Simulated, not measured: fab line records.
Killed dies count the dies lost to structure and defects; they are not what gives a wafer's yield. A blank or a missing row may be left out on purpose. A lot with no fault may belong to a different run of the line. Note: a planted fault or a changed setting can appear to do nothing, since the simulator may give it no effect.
A struck lot beside a sound one || flow n5_finfet || 28 steps out of a route of 1938
Sound: these wafers, L342.3, L342.4, L342.6. Wafers struck: L330.1, L330.4. The cause is named last.
For every step that has rows: the tool of each side, followed by ch and its chambers, followed by its first start. Under that, the readings that differ: sound wafers || struck wafers || difference of the means || sigmas: that difference in standard deviations of wafers without a fault.
alike: words and numbers the same on both sides, and readings whose means are apart by under 2 such deviations; not compared: readings that were withheld, readings missing a value for some wafer, numbers with overlapping values and no deviation given by the record, and bounds like >300 which may hide the same value.
The two part at a step that has a row with sigmas, a row that says differs or no value, or rows on one side only. Numbers that have no deviation but don't overlap get no sigmas and don't part them. A reading that every wafer of one side lacks parts them only if that side has two wafers or more.

N5_BEOL_M8_RS_MEAS_57: the measuring method here is four-point-probe.
  sound on film_metro-01, day 14 16:25; struck on film_metro-02, day 11 08:28
  alike: M8_RS
N5_BEOL_M8_INSPECT_58: inspects for defects (darkfield).
  sound on defect_inspect-01, day 14 16:27; struck on defect_inspect-02, day 11 08:29
  alike: raw_defect_count
then, 1 step without rows for these wafers: N5_BEOL_M9_ILD_DEP_00 (deposits SiCOH lowk from DEMS/porogen, target thk 308.51 nm, time 58 s).
N5_BEOL_M9_CURE_71: cures SiCOH lowk, time 240 s.
  sound on uv_cure-01 ch 1, day 14 16:43; struck on uv_cure-01 ch 1, day 11 08:36
  alike: lamp_power_pct, wafer_temp_C_max
N5_BEOL_M9_THK_MEAS_01:
  sound on film_metro-02, day 14 17:05; struck on film_metro-02, day 11 09:07
  alike: M9_ILD_THK
N5_BEOL_M9_PECVD_70: deposits SiO2 from TEOS/O2, target thk 20 nm, time 22.7 s.
  sound on pecvd-02 ch 1,2, day 14 17:07; struck on pecvd-02 ch 1, day 11 09:09
  alike: heater_power_w, showerhead_plenum_p_Torr, throttle_valve_pct
N5_BEOL_M9_HM_DEP_02: deposits TiN, target thk 20 nm.
  sound on pvd_sputter-01, day 14 17:59; struck on pvd_sputter-02, day 11 10:57
  alike: throttle_valve_pct
then, 5 steps without rows for these wafers: N5_BEOL_M9_COAT_59 (time 60 s, resist thk 100 nm); N5_BEOL_M9_COAT_60 (time 60 s, resist thk 30 nm); N5_BEOL_M9_COAT_05 (resist thk 90 nm); N5_BEOL_M9_EBR_07; N5_BEOL_M9_SOFTBAKE_06 (time 60 s).
N5_BEOL_M9_EXPOSE_08: exposes mask M9.
  sound on arfi_scanner-03 ch 0, day 14 18:14; struck on arfi_scanner-02 ch 0, day 11 11:19
{"reading": "exposure_dose_mJ_cm2", "sound": "53.69 53.62 53.65", "struck": "51.28 51.33", "difference": -2.35, "sigmas": -43}
  alike: mask
then, 2 steps without rows for these wafers: N5_BEOL_M9_PEB_09 (peb time 60 s); N5_BEOL_M9_DEVELOP_10 (develop time 30 s).
N5_BEOL_M9_CD_MEAS_11 targets a cd of 64.1 nm.
  sound on cd_sem-03 ch 0, day 14 18:22; struck on cd_sem-02 ch 0, day 11 11:27
{"reading": "cd_nm (nm)", "sound": "63.7 64.4 63.8", "struck": "62.1 63.1", "difference": -1.4, "sigmas": -2}
N5_BEOL_M9_OVL_MEAS_12:
  sound on overlay-01 ch 0, day 14 18:23; struck on overlay-01 ch 0, day 11 11:29
  alike: M9_OVL
N5_BEOL_M9_INSPECT_13: inspects for defects (brightfield).
  sound on defect_inspect-01, day 14 18:25; struck on defect_inspect-01, day 11 11:30
  alike: raw_defect_count
N5_BEOL_M9_DESCUM_16: chemistry O2, time 7.9 s.
  sound on rie_diel-04 ch 0,3, day 14 18:26; struck on rie_diel-04 ch 3, day 11 11:32
  alike: drypump_motor_current_A, oes_product_au, rf_vpp_V, showerhead_plenum_p_Torr, throttle_valve_pct
  not compared: rf_hours_counter_h
then, 4 steps without rows for these wafers: N5_BEOL_M9_ETCH_61 (etches SiARC in CF4, target depth 39 nm, time 65 s); N5_BEOL_M9_ETCH_62 (etches SOC in N2/H2, target depth 110 nm, overetch 22 nm, time 165 s); N5_BEOL_M9_STRIP_68 (strips in N2/H2); N5_BEOL_M9_STRIP_67 (strips in CF4).
N5_BEOL_M9_HM_OPEN_17: chemistry Cl2/BCl3, target TiN, target depth 20 nm, overetch 6 nm.
  sound on rie_metal-02 ch 0,1, day 14 18:44; struck on rie_metal-03 ch 0,1, day 11 11:49
  alike: bcl3_flow_sccm, drypump_motor_current_A, oes_product_au, throttle_valve_pct
  not compared: rf_hours_counter_h
then, 1 step without rows for these wafers: N5_BEOL_M9_STRIP_19 (strips in O2).
N5_BEOL_M9_CD_MEAS_18: pitch 140 nm, target cd 70 nm.
  sound on cd_sem-03, day 14 18:56; struck on cd_sem-01, day 11 12:01
  alike: cd_nm
then, 1 step without rows for these wafers: N5_BEOL_M9_COAT_63 (time 60 s, resist thk 60 nm).
-- here the record skips 3 days between the struck wafers' starts before and after, leaving off in module BEOL_M9 and picking up in module PASSIVATION (first step shown: number 1936 of the route) --
N5_PASSIVATION_PROBE_49:
  the record has rows for the struck wafers here (prober-01, day 14 07:02) and none for the sound ones

## WHERE THEY PART
At N5_BEOL_M9_EXPOSE_08 first; at N5_PASSIVATION_PROBE_49 last (within this record only).

WHY: what had been put in by the simulator
Drift in process parameters on arfi_scanner-02 at N5_BEOL_M9_EXPOSE_08, starting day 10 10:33. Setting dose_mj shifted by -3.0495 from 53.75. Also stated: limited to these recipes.
